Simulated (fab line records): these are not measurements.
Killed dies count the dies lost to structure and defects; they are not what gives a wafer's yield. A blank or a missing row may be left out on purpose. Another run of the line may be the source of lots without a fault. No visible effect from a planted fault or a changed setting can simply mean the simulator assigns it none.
Which tool is to blame?    flow n5-finfet    33 wafers sampled from 11 lots at 1 step of a route of 1938

## WHAT THE GAUGES SHOWED, per wafer
N5_BEOL_M15_CD_MEAS_28 targets a cd of 407.6 nm.
lot   measured      on         cd-nm (nm)
L388  day 12 12:43  cd-sem-02  407.1 406.6 407.5
L390  day 12 12:45  cd-sem-03  409.2 406.0 408.9
L389  day 12 13:47  cd-sem-02  410.0 408.1 405.7
L396  day 15 03:46  cd-sem-02  410.1 409.6 407.5
L399  day 16 18:59  cd-sem-02  408.8 407.9 410.5
L400  day 17 02:51  cd-sem-01  408.2 408.6 407.9
L403  day 17 10:49  cd-sem-02  407.5 407.2 406.6
L408  day 18 00:20  cd-sem-02  405.8 408.8 406.8
L405  day 18 00:37  cd-sem-01  405.8 405.4 409.0
L410  day 18 23:20  cd-sem-02  407.8 405.3 404.9
L411  day 19 20:48  cd-sem-02  406.5 408.5 405.2

## TOOL THAT RAN EACH LOT (tool first, then ch and the chambers of the sampled wafers, then the start)
The record holds no process step before these readings.

## THE ANSWER, worked out from the rows above alone
Rule: the lots themselves supply what counts as usual. Put in order of their means at a reading, lots are off if they are a third of the lots or fewer, leave a main group of 4 or more, and stand apart from it by a gap of 3 or more times the standard deviation of the main group's means; of several such gaps the widest counts. The tables above print the reading to a certain number of digits; a main group whose means all agree to those digits is not used. Also off: a lot with no number at a reading for which 4 or more lots have one. All remaining lots with rows at the step are treated as sound.
No lot is off on any of the readings shown, so nothing can be concluded from this.

## WHAT THE SIMULATOR PUT IN
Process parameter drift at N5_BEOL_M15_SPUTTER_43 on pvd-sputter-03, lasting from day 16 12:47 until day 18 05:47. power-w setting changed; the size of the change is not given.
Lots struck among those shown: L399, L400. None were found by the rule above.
